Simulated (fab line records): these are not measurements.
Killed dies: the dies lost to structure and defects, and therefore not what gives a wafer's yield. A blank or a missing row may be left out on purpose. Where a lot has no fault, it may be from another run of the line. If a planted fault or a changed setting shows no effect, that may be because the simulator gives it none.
Lot-split experiment -- flow n5Finfet -- 21 wafers read from 7 lots, route of 1938 steps

## ON THE SPLIT
At N5_SD_EPI_N_ETCH_16 (etches SiO2 in CHF3/O2, target depth 5 nm), the setting targetDepthA was moved away from the recipe's 50 angstrom on 6 of the 21 wafers read, by -11.1% to +9.9%. The other wafers ran this setting at the recipe's value.

The reading comes from the split's own step.

## THE READING
etch.depthNm (the simulator's own value, which no gauge read), in nm, at N5_SD_EPI_N_ETCH_16 (etches SiO2 in CHF3/O2, target depth 5 nm). The file does not state a usual value for it. The 15 wafers here that ran the recipe average 5.010 nm, standard deviation 0.047 nm.

wafer,"tool, chamber at the split","targetDepthA as run, angstrom",against the recipe,"etch.depthNm, nm",against lot-mates on the recipe
L074.3,"rieDiel-04, 3",50,recipe,4.932,-
L074.5,"rieDiel-04, 1,0",50,recipe,4.997,-
L074.6,"rieDiel-04, 1,0",50,recipe,4.997,-
L076.2,"rieDiel-03, 1",50,recipe,5.061,-
L076.3,"rieDiel-03, 0",50,recipe,5.005,-
L076.4,"rieDiel-03, 3",50,recipe,5.075,-
L079.1,"rieDiel-03, 1",50,recipe,5.018,-
L079.4,"rieDiel-03, 2",50,recipe,4.961,-
L079.6,"rieDiel-03, 1",53.21,+6.4%,5.416,+0.427
L083.1,"rieDiel-06, 3",54.94,+9.9%,5.716,+0.654
L083.5,"rieDiel-06, 2",54.94,+9.9%,5.571,+0.509
L083.6,"rieDiel-06, 1",50,recipe,5.062,-
L088.1,"rieDiel-04, 1",50,recipe,4.959,-
L088.3,"rieDiel-04, 2",44.43,-11.1%,4.332,-0.618
L088.5,"rieDiel-04, 1",50,recipe,4.941,-
L092.2,"rieDiel-03, 0",50,recipe,5.002,-
L092.5,"rieDiel-03, 2",50,recipe,5,-
L092.6,"rieDiel-03, 1",50,recipe,5.078,-
L095.1,"rieDiel-03, 2",53.8,+7.6%,5.388,+0.323
L095.4,"rieDiel-03, 0",53.8,+7.6%,5.325,+0.260
L095.5,"rieDiel-03, 1",50,recipe,5.065,-
If several chambers appear in one row, that row covers several wafers at once and the file leaves open which wafer was in which chamber.

THE FIT
A straight line over all 21 wafers: etch.depthNm changes by +0.059 nm for each +1% of targetDepthA; r = +0.98; the points scatter about the line by 0.062 nm.
The same after taking each lot's own level away (the mean of its wafers on the recipe; 21 wafers): +0.0539 nm for each +1%; r = +0.98; scatter 0.058 nm.
According to that fit, moving targetDepthA by its largest amount changes the reading by 0.6 nm.
Across the lots, their own levels run from 4.9500 to 5.0650 nm, a range of 2.4 times the standard deviation given above.
The two slopes agree, so the slope changes little with the lot-to-lot level.
Check: -0.594 nm against its lot-mates is what the line predicts for one of the wafers moved furthest among these (-11.1%) when that wafer is left out of the fit. It came out at -0.618 nm against them.

## THESE WAFERS: OTHER SPLITS
Before the reading, these wafers also passed through other splits. Each is held against what the fit with the lots' levels taken away leaves over:
other split on the same wafers,wafers away from the commonest value,r with etch.depthNm (lot level and that fit taken away)
N5_ZERO_LAYER_PECVD_02 timeS,8,-0.26
N5_ZERO_LAYER_EXPOSE_08 doseMj,5,+0.39
N5_FIN_SAQP_PECVD_48 timeS,8,-0.46
N5_FIN_SAQP_PECVD_06 timeS,8,+0.19
N5_FIN_SAQP_MANDREL_ETCH_22 overEtchFrac,3,+0.19
N5_DUMMY_GATE_COAT_09 spinRpm,5,-0.17
N5_SD_EPI_N_EXPOSE_06 doseMj,5,-0.18

## THE FILE'S OWN FIT
etch.depthNm changes by +0.0549 nm for each +1% of targetDepthA, r = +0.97.
